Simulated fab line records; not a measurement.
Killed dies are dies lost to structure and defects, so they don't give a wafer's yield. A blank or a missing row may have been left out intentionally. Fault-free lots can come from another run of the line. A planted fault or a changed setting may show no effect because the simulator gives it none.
Struck lot and sound lot, side by side + flow nandHarc + 42 out of 1302 route steps
Sound: these wafers, L351.1, L351.3, L351.4. Struck: wafer L364.6. (L364.3 of the same lot was not struck and is left out.) The cause comes at the end.
Each step with rows lists, per side, the tool, then ch with its chambers, then its first start. Under that, the readings that differ: sound wafers + struck wafers + difference of the means + sigmas: that difference in standard deviations of wafers without a fault.
alike: readings with means less than 2 such deviations apart, plus words and numbers identical on both sides. not compared: withheld readings, readings lacking a value on some wafer, bounds such as >300 that could conceal the same value, and numbers that have no deviation in the record and whose values overlap.
Wherever a step has rows on one side only, a row that says differs or no value, or a row with sigmas, the two part there. Numbers that don't overlap but have no deviation are shown without sigmas and don't part them. A reading that every wafer of one side lacks parts them only if that side has two wafers or more.

first, 3 steps without rows for these wafers: NHARC_A_SGD_CUT_SRD_19; NHARC_A_SGD_CUT_DEP_20 (deposits SiO2, target thk 150 nm); NHARC_A_SGD_CUT_ANNEAL_27 (time 1800 s).
NHARC_A_SGD_CUT_CMP_21: polishes, target thk 148.19 nm.
  sound on cmp-03 ch 0,1,3, day 20 05:32; struck on cmp-01 ch 3, day 25 20:00
  alike: motorCurrentA, timeToEndpointS
NHARC_A_SGD_CUT_THK_MEAS_22: measures by ellipsometry.
  sound: filmMetro-02 at day 20 05:47; struck: filmMetro-01 at day 25 20:11
  alike: thkNm
then, 4 steps without rows for these wafers: NHARC_A_SGD_CUT_SRD_23; NHARC_A_SGD_CUT_ETCH_26 (etches SiO2 in dHF, target depth 45.8 nm); NHARC_A_SGD_CUT_ETCHBACK_24 (etches the open film in CH3F/O2, target depth 50 nm, time 92.857 s); NHARC_A_SGD_CUT_STRIP_28 (strips in O2, time 20 s).
NHARC_A_SGD_CUT_INSPECT_25:
  sound: defectInspect-01 at day 20 06:17; struck: defectInspect-01 at day 25 20:40
| reading        | sound       | struck | difference | sigmas |
|----------------|-------------|--------|------------|--------|
| rawDefectCount | 518 416 338 | 257    | -167       | -2     |
then, 2 steps without rows for these wafers: NHARC_A_SLIT_DEP_25 (deposits SiO2, target thk 200 nm); NHARC_A_SLIT_DEP_00 (deposits aC, target thk 6200 nm).
NHARC_A_SLIT_DEP_23: deposits SiON, target thk 100 nm.
  sound on pecvd-03 ch 1,2, day 20 10:43; struck on pecvd-03 ch 1, day 26 03:52
  alike: heaterPowerOuterW, heaterPowerW, rfFwdPowerW
then, 8 steps without rows for these wafers: NHARC_A_SLIT_DEHYDRATE_01 (time 120 s); NHARC_A_SLIT_HMDS_02 (time 30 s); NHARC_A_SLIT_COAT_03 (resist thk 90 nm); NHARC_A_SLIT_SOFTBAKE_04 (time 55 s); NHARC_A_SLIT_EBR_05; NHARC_A_SLIT_EXPOSE_06 (exposes mask SLIT); NHARC_A_SLIT_PEB_07 (peb time 65 s); NHARC_A_SLIT_DEVELOP_08 (develop time 35 s).
NHARC_A_SLIT_CD_MEAS_09: the cd target is 300 nm.
  sound on cdSem-03 ch 0, day 20 11:27; struck on cdSem-02 ch 0, day 26 04:33
  alike: cdNm
NHARC_A_SLIT_OVL_MEAS_10:
  sound: overlay-02 at day 20 11:32; struck: overlay-02 at day 26 04:38
  alike: overlayXNm, overlayYNm
NHARC_A_SLIT_INSPECT_11:
  sound: defectInspect-01 at day 20 11:34; struck: defectInspect-02 at day 26 04:40
  alike: rawDefectCount
then, 1 step without rows for these wafers: NHARC_A_SLIT_DESCUM_14 (chemistry O2, time 3 s).
NHARC_A_SLIT_ETCH_24: etches the open film in CF4/CHF3, target depth 121 nm, time 60.5 s.
  sound on rieDiel-07 ch 0,2,3, day 20 12:22; struck on rieDiel-11 ch 1, day 26 04:49
  alike: drypumpMotorCurrentA, oesProductAu, rfFwdPowerW, rfVppV, showerheadPlenumPTorr, throttleValvePct
  not compared: rfHoursCounterH
NHARC_A_SLIT_ETCH_15: etches the open film in O2/COS, target depth 6200 nm, time 1612 s.
  sound: rieDiel-07 ch 0,1,3; struck: rieDiel-11 ch 0
  alike: drypumpMotorCurrentA, oesProductAu, rfFwdPowerW, rfVppV, showerheadPlenumPTorr, throttleValvePct
  not compared: rfHoursCounterH
NHARC_A_SLIT_ETCH_17: etches the open film in C4F8/O2/Ar, time 4254.5 s, target depth 20300 nm.
  sound on harEtch-02 ch 0,1, day 20 16:25; struck on harEtch-02 ch 0, day 26 10:59
  alike: drypumpMotorCurrentA, oesAirLineAu, showerheadPlenumPTorr, throttleValvePct
  not compared: rfHoursCounterH
then, 6 steps without rows for these wafers: NHARC_A_SLIT_ETCH_26 (etches the open film in C4F8/O2/Ar, time 90 s, target depth 400 nm); NHARC_A_SLIT_STRIP_28 (strips in O2/COS); NHARC_A_SLIT_ETCH_29 (etches the open film in CF4/O2, target depth 100 nm, overetch 10 nm, time 55 s); NHARC_A_SLIT_STRIP_18 (strips in O2); NHARC_A_SLIT_PRECLEAN_19 (cleans in SC1); NHARC_A_SLIT_SRD_20.
NHARC_A_SLIT_CD_MEAS_21:
  sound: cdSem-02 at day 20 21:29; struck: cdSem-01 at day 26 14:12
  alike: cdNm
then, 3 steps without rows for these wafers: NHARC_A_SIN_REMOVE_WET_00 (chemistry H3PO4, time 15300 s); NHARC_A_SIN_REMOVE_PRECLEAN_01 (cleans in SC1); NHARC_A_SIN_REMOVE_SRD_02.
NHARC_A_SIN_REMOVE_INSPECT_04:
  sound: defectInspect-02 at day 21 04:02; struck: defectInspect-02 at day 26 20:51
  alike: rawDefectCount
then, 1 step without rows for these wafers: NHARC_A_WL_FILL_ALD_00 (deposits Al2O3, target thk 3 nm, pulse time 3 s, ald cycles 30).
NHARC_A_WL_FILL_RTA_01: time 5 s.
  sound on rtpAnneal-02 ch 0, day 21 04:22; struck on rtpAnneal-01 ch 0, day 26 21:17
| reading             | sound          | struck | difference | sigmas |
|---------------------|----------------|--------|------------|--------|
| lamp_zone_7_pct (%) | 31.2 31.2 31.2 | 27.7   | -3.5       | -2     |
  alike: lampPowerPct, lamp_zone_1_pct, wafer_temp_C_max
-- record jumps: 4 days between struck wafers' starts before vs after; left off in module A_WL_FILL, resumes in module END, first step shown is number 1302 of the route --
NHARC_END_SORT_01:
  at this point the record logs the struck wafers (prober-01 ch 0, day 31 00:34) and has no rows for the sound ones

== WHERE THEY PART ==
Earliest at NHARC_A_SGD_CUT_INSPECT_25; latest, in this record, at NHARC_END_SORT_01.

WHY: what the simulator had put in
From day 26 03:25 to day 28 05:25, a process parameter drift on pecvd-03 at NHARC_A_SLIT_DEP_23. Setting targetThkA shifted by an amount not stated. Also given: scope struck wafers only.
